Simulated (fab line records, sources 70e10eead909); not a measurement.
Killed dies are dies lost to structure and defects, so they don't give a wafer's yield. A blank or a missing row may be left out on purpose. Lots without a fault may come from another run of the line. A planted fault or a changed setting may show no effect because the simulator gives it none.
fab line records | flow nand_harc
record lots=15 wafers=45 last_day=33
route steps=1302 shown P_BONDPAD@375 A_ONON_D1@434
lots that met no fault: from a run of the same line without faults
start_h: hours from the record's first day to the start of the lot's first wafer shown | wait_h: hours since the lot's step before | " the same as in the row above | L1.1+2: a row that stands for several wafers | - no value, or no start given | * or withheld: withheld | < > ~ a bound
route shown NAME@n: a module of which the file shows steps, and the number in the route of the first | usual: mean/standard deviation of fault-free wafers | same: alike in all rows | chamber/n: place in a boat | sites: the reading at each site | _std_site: their standard deviation | _edge_site: outer sites' mean less inner sites' | radius_mm: how far each site lies from the wafer's centre | mask NAME#n: copy n | behind: the tool/chamber that last shaped the wafer | hold: why the lot was held/for how many hours/how that ended | device: the transistor (n, p or np) that didn't switch | end of line: the same wafers' tests at the end of the route | a step without rows: its recipe alone | killed: dies lost to structure and defects at the first sort, not the wafer's yield | map: a wafer's dies, x killed, . not, _ none there
set.NAME: the setting as run; set.NAME@STEP: as run at that earlier step | model.NAME: the simulator's own value behind a step, which no gauge read
steps of the route over a sample of lots; a table a step, a row a wafer
services: from which hour (start_h, from the record's first day; less than 0 if before it) a tool's chamber was out of use, for how many hours, and why
## steps
# step NHARC_P_BONDPAD_PRE_CLEAN_26
# recipe time_s=30 temp_c=280 gas=H2/He
# usual heater_power_w=406/49
# columns lot.wafer tool chamber start_h wait_h heater_power_w
L565.2 pvd_sputter-03 - - - 420
L565.4 " - " " 456
L565.5 " - " " 378
L566.2 pvd_sputter-01 - - - 438
L566.3 " - " " 443
L566.6 " - " " 450
L567.3 pvd_sputter-01 - - - 358
L567.1 " - " " 438
L567.2 " - " " 379
L568.1 pvd_sputter-01 - - - 449
L568.2 " - " " 383
L568.5 " - " " 439
L569.3 pvd_sputter-02 - - - 423
L569.4 " - " " 368
L569.6 " - " " 540
L571.3 pvd_sputter-03 - - - 332
L571.1 " - " " 412
L571.5 " - " " 451
L572.3 pvd_sputter-02 - - - 353
L572.6 " - " " 406
L572.5 " - " " 364
L573.4 pvd_sputter-02 - - - 410
L573.3 " - " " 355
L573.6 " - " " 418
L574.2 pvd_sputter-03 - - - 464
L574.4 " - " " 323
L574.3 " - " " 383
L581.2 pvd_sputter-02 - - - 526
L581.5 " - " " 397
L581.6 " - " " 407
L583.4 pvd_sputter-03 - - - 378
L583.2 " - " " 478
L583.5 " - " " 379
L584.2 pvd_sputter-03 - - - 386
L584.1 " - " " 457
L584.5 " - " " 404
L586.4 pvd_sputter-01 - - - 429
L586.6 " - " " 449
L586.5 " - " " 388
L587.1 pvd_sputter-01 - - - 438
L587.4 " - " " 369
L587.2 " - " " 441
L588.1 pvd_sputter-01 - - - 365
L588.3 " - " " 433
L588.5 " - " " 363
# step NHARC_P_BONDPAD_THK_MEAS_20
# recipe thk_meas_gauge=xrf
# usual thk_nm=161.3/1.5
# columns lot.wafer tool chamber start_h wait_h thk_nm
L565.2 film_metro-02 - 141.07 - 163.4
L565.4 " - " " 161.3
L565.5 " - " " 162.8
L566.2 film_metro-02 - 144.52 - 163.3
L566.3 " - " " 164.2
L566.6 " - " " 161.3
L567.1 film_metro-02 - 158.38 - 162.6
L567.2 " - " " 160.7
L567.3 " - " " 161.6
L568.1 film_metro-02 - 170.01 - 159.3
L568.2 " - " " 159.2
L568.5 " - " " 158.3
L569.3 film_metro-01 - 171.58 - 161.1
L569.4 " - " " 162.1
L569.6 " - " " 163.1
L571.1 film_metro-01 - 199.10 - 164.0
L571.3 " - " " 158.6
L571.5 " - " " 161.1
L572.3 film_metro-01 - 218.32 - 164.6
L572.5 " - " " 162.1
L572.6 " - " " 162.1
L573.3 film_metro-01 - 227.15 - 160.7
L573.4 " - " " 162.4
L573.6 " - " " 161.6
L574.2 film_metro-02 - 228.72 - 162.6
L574.3 " - " " 160.3
L574.4 " - " " 160.0
L581.2 film_metro-02 - 302.47 - 161.3
L581.5 " - " " 161.5
L581.6 " - " " 163.2
L583.2 film_metro-01 - 312.84 - 157.8
L583.4 " - " " 160.8
L583.5 " - " " 160.7
L584.1 film_metro-02 - 324.17 - 162.4
L584.2 " - " " 164.3
L584.5 " - " " 159.0
L586.4 film_metro-01 - 343.80 - 161.3
L586.5 " - " " 159.8
L586.6 " - " " 160.3
L587.1 film_metro-02 - 356.34 - 160.1
L587.2 " - " " 161.8
L587.4 " - " " 162.6
L588.1 film_metro-02 - 366.14 - 160.1
L588.3 " - " " 160.1
L588.5 " - " " 159.4
# step NHARC_P_BONDPAD_ACTIVATE_29
# recipe time_s=60 n2_flow_sccm=200 ar_flow_sccm=0 bias_power_w=0 chemistry=N2
# usual drypump_motor_current_A=5.9/0.54 oes_product_au=0.999/0.0074 rf_vpp_V=64.4/0.95 showerhead_plenum_p_Torr=1.79/0.083
# columns lot.wafer tool chamber start_h wait_h drypump_motor_current_A oes_product_au rf_hours_counter_h rf_vpp_V showerhead_plenum_p_Torr
L565.2 rie_diel-05 0 141.35 0.1 4.9 0.995 2.0 64.8 1.73
L565.4 " 1 " " 6.5 0.997 2.2 66.3 1.88
L565.5 " 0 " " 4.9 0.994 - 65.2 1.73
L566.3 rie_diel-05 1 144.80 0.1 6.4 0.985 2.3 65.0 1.88
L566.2 " 2 " " 6.0 0.999 2.2 62.9 1.65
L566.6 " 2 " " 6.0 0.985 - 62.7 1.65
L567.3 rie_diel-05 2 158.65 0.1 6.0 0.991 2.5 63.5 1.65
L567.2 " 0 " " 4.9 1.008 2.6 65.1 1.73
L567.1 " 1 " " 6.4 1.007 2.6 63.4 1.88
L568.2 rie_diel-04 0 170.30 0.1 5.4 0.990 7.2 64.3 1.86
L568.1 " 2 " " 6.3 0.994 7.1 65.0 1.91
L568.5 " 0 " " 5.4 0.999 - 65.0 1.86
L569.4 rie_diel-04 2 171.85 0.1 6.3 1.007 7.1 64.9 1.91
L569.3 " 0 " " 5.4 1.003 7.2 64.3 1.85
L569.6 " 1 " " 5.4 1.013 - 64.2 1.78
L571.1 rie_diel-04 3 199.38 0.1 6.7 0.995 0.8 65.9 1.72
L571.3 " 0 " " 5.5 0.991 0.9 64.6 1.86
L571.5 " 3 " " 6.7 1.003 - 64.1 1.72
L572.3 rie_diel-04 1 218.62 0.1 5.4 1.008 1.5 64.9 1.78
L572.5 " 2 " " 6.3 0.992 - 65.6 1.91
L572.6 " 0 " " 5.4 0.987 - 65.0 1.85
L573.3 rie_diel-05 1 227.43 0.1 6.4 1.008 4.2 63.3 1.88
L573.4 " 2 " " 6.0 0.990 3.9 63.5 1.65
L573.6 " 0 " " 4.9 0.997 - 63.1 1.73
L574.4 rie_diel-05 3 229.01 0.1 5.5 1.004 4.2 63.3 1.80
L574.2 " 0 " " 4.9 1.000 4.5 63.8 1.73
L574.3 " 1 " " 6.4 1.006 4.3 65.2 1.88
L581.2 rie_diel-05 1 302.79 0.1 6.5 0.995 1.2 64.4 1.88
L581.6 " 2 " " 6.0 0.997 - 63.4 1.65
L581.5 " 3 " " 5.5 0.986 - 65.0 1.80
L583.2 rie_diel-04 0 313.12 0.1 5.4 0.987 6.7 63.7 1.85
L583.4 " 1 " " 5.4 1.005 5.9 63.4 1.78
L583.5 " 1 " " 5.4 1.000 - 65.0 1.78
L584.1 rie_diel-05 0 324.49 0.1 4.9 1.007 2.2 64.9 1.73
L584.2 " 1 " " 6.4 1.005 1.9 64.4 1.88
L584.5 " 3 " " 5.5 1.007 - 64.4 1.80
L586.4 rie_diel-05 3 344.08 0.1 5.5 0.991 2.6 67.1 1.80
L586.6 " 3 " " 5.5 1.007 - 63.3 1.80
L586.5 " 0 " " 4.9 0.997 - 64.6 1.73
L587.2 rie_diel-05 0 356.64 0.1 4.9 1.004 3.1 63.0 1.73
L587.1 " 1 " " 6.4 0.998 3.0 64.7 1.88
L587.4 " 0 " " 4.9 1.007 - 62.5 1.73
L588.3 rie_diel-09 3 366.43 0.1 6.2 1.013 0.2 66.2 1.87
L588.1 " 0 " " 5.7 1.007 0.5 65.0 1.90
L588.5 " 3 " " 6.2 1.014 - 63.6 1.87
# step NHARC_A_ONON_D1_ANNEAL_15
# recipe temp_c=750 time_s=3600
# usual run_length_s=3628/7.1 spike_tc_bottom_C=769.2/1.2 spike_tc_top_C=764.8/1.5 zone_power_lower_pct=12.1/1.3 zone_power_upper_pct=12.2/1.1
# columns lot.wafer tool chamber start_h wait_h run_length_s spike_tc_bottom_C spike_tc_top_C zone_power_lower_pct zone_power_upper_pct
L565.2 furnace-04 0 172.88 3.4 3631 768.6 763.3 11.5 11.5
L565.4 " 0 " " 3631 769.0 765.5 11.5 11.5
L565.5 " 0 " " 3631 767.2 763.2 11.2 11.4
L566.2 furnace-04 0 172.88 3.4 3634 769.1 764.6 11.3 11.5
L566.3 " 0 " " 3634 767.2 765.3 11.3 11.7
L566.6 " 0 " " 3634 769.2 763.7 11.3 11.5
L567.1 furnace-05 0 192.64 6.3 3615 769.7 767.0 14.3 14.0
L567.2 " 0 " " 3615 770.1 766.0 14.3 14.0
L567.3 " 0 " " 3615 769.4 766.7 14.4 14.2
L568.1 furnace-05 0 201.29 5.7 3620 768.4 765.8 14.3 14.1
L568.2 " 0 " " 3620 769.6 768.2 14.4 14.2
L568.5 " 0 " " 3620 769.5 768.1 14.3 14.2
L569.3 furnace-05 0 201.29 5.3 3613 768.7 767.9 14.3 14.2
L569.4 " 0 " " 3613 769.5 767.1 14.2 14.0
L569.6 " 0 " " 3613 771.7 767.7 14.4 14.1
L571.1 furnace-08 - 234.83 7.9 - - - - -
L571.3 " - " " - - - - -
L571.5 " - " " - - - - -
L572.3 furnace-04 - 247.33 3.4 - - - - -
L572.5 " - " " - - - - -
L572.6 " - " " - - - - -
L573.3 furnace-04 - 257.14 4.4 - - - - -
L573.4 " - " " - - - - -
L573.6 " - " " - - - - -
L574.2 furnace-04 0 257.14 4.4 3630 769.7 766.6 11.1 11.7
L574.3 " 0 " " 3630 770.7 764.7 11.2 11.5
L574.4 " 0 " " 3630 769.2 764.8 11.4 11.5
L581.2 furnace-04 0 332.14 3.4 3635 769.0 764.4 11.2 11.3
L581.5 " 0 " " 3635 768.6 764.0 11.2 11.4
L581.6 " 0 " " 3635 769.5 763.7 11.4 11.4
L583.2 furnace-08 0 347.13 5.4 3639 766.8 763.2 11.5 12.3
L583.4 " 0 " " 3639 768.4 762.9 11.5 12.3
L583.5 " 0 " " 3639 769.2 762.7 11.5 12.3
L584.1 furnace-04 0 353.95 3.4 3627 769.5 763.7 11.3 11.4
L584.2 " 0 " " 3627 768.7 765.0 11.2 11.3
L584.5 " 0 " " 3627 769.5 764.8 11.3 11.2
L586.4 furnace-08 0 370.32 3.7 3636 767.3 764.8 11.6 12.5
L586.5 " 0 " " 3636 765.8 763.4 11.5 12.4
L586.6 " 0 " " 3636 768.7 764.2 11.7 12.4
L587.1 furnace-04 0 385.78 3.4 3631 769.3 764.1 11.2 11.4
L587.2 " 0 " " 3631 770.0 764.6 11.5 11.4
L587.4 " 0 " " 3631 771.1 763.8 11.2 11.5
L588.1 furnace-04 0 398.90 4.0 3625 768.9 763.8 11.4 11.4
L588.3 " 0 " " 3625 768.2 764.5 11.2 11.3
L588.5 " 0 " " 3625 770.3 764.5 11.2 11.3
## services
# columns tool chamber start_h hours kind
furnace-05 - 117.68 26.0 pm
rie_diel-04 1 118.72 12.6 repair
pvd_sputter-01 - 124.06 1.9 repair
rie_diel-09 - 136.42 0.7 repair
rie_diel-09 - 143.10 9.0 pm
pvd_sputter-02 - 167.47 2.3 repair
rie_diel-09 3 177.86 1.3 repair
rie_diel-04 - 177.94 9.0 pm
rie_diel-09 0 202.43 7.9 repair
pvd_sputter-03 - 205.36 10.0 pm
rie_diel-04 3 211.51 19.7 repair
pvd_sputter-01 - 226.00 10.0 pm
rie_diel-05 - 229.60 9.0 pm
pvd_sputter-03 - 235.59 1.8 repair
pvd_sputter-02 - 282.00 10.0 pm
rie_diel-05 2 296.52 3.6 repair
pvd_sputter-03 - 320.54 1.9 repair
rie_diel-05 2 334.76 1.2 repair
rie_diel-04 - 354.94 9.0 pm
rie_diel-05 3 355.09 2.7 repair
pvd_sputter-02 - 366.38 2.8 repair
rie_diel-04 1 367.52 6.1 repair
pvd_sputter-03 - 383.36 10.0 pm
rie_diel-04 3 391.62 19.5 repair
## key
first_sign step=NHARC_A_ONON_D1_ANNEAL_15 reading=tool_record direction=missing
effect none on later readings
met_at NHARC_A_ONON_D1_ANNEAL_15
struck_lots L571,L572,L573
later_rows_left_out L571.1,L571.3,L571.5,L572.3,L572.5,L572.6,L573.3,L573.4,L573.6
sort_left_out L571.1,L571.3,L571.5,L572.3,L572.5,L572.6,L573.3,L573.4,L573.6
tester_left_out L571,L572,L573
not_acting_at NHARC_P_BONDPAD_PRE_CLEAN_26,NHARC_P_BONDPAD_THK_MEAS_20,NHARC_P_BONDPAD_ACTIVATE_29
onset_between 172.88 234.83
fault kind=skipped_step_whole tool=furnace-04,furnace-08 chamber=- onset_h=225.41 steps=NHARC_A_ONON_D1_ANNEAL_15 scope=struck_lots_only
# tester_left_out: of these lots the tester's yield and bins aren't shown, on N5 and GAA mostly nor the transistor test; their killed dies are dies lost to structure and defects alone, not to doping, threshold or leakage, so they don't give the yield
# sort_left_out: the simulated sort isn't trusted on such a fault, so these wafers' sort isn't shown, and their yield isn't known
# later_rows_left_out: the simulator's readings of these wafers behind a module that went badly wrong aren't trusted and aren't shown, but for the sort
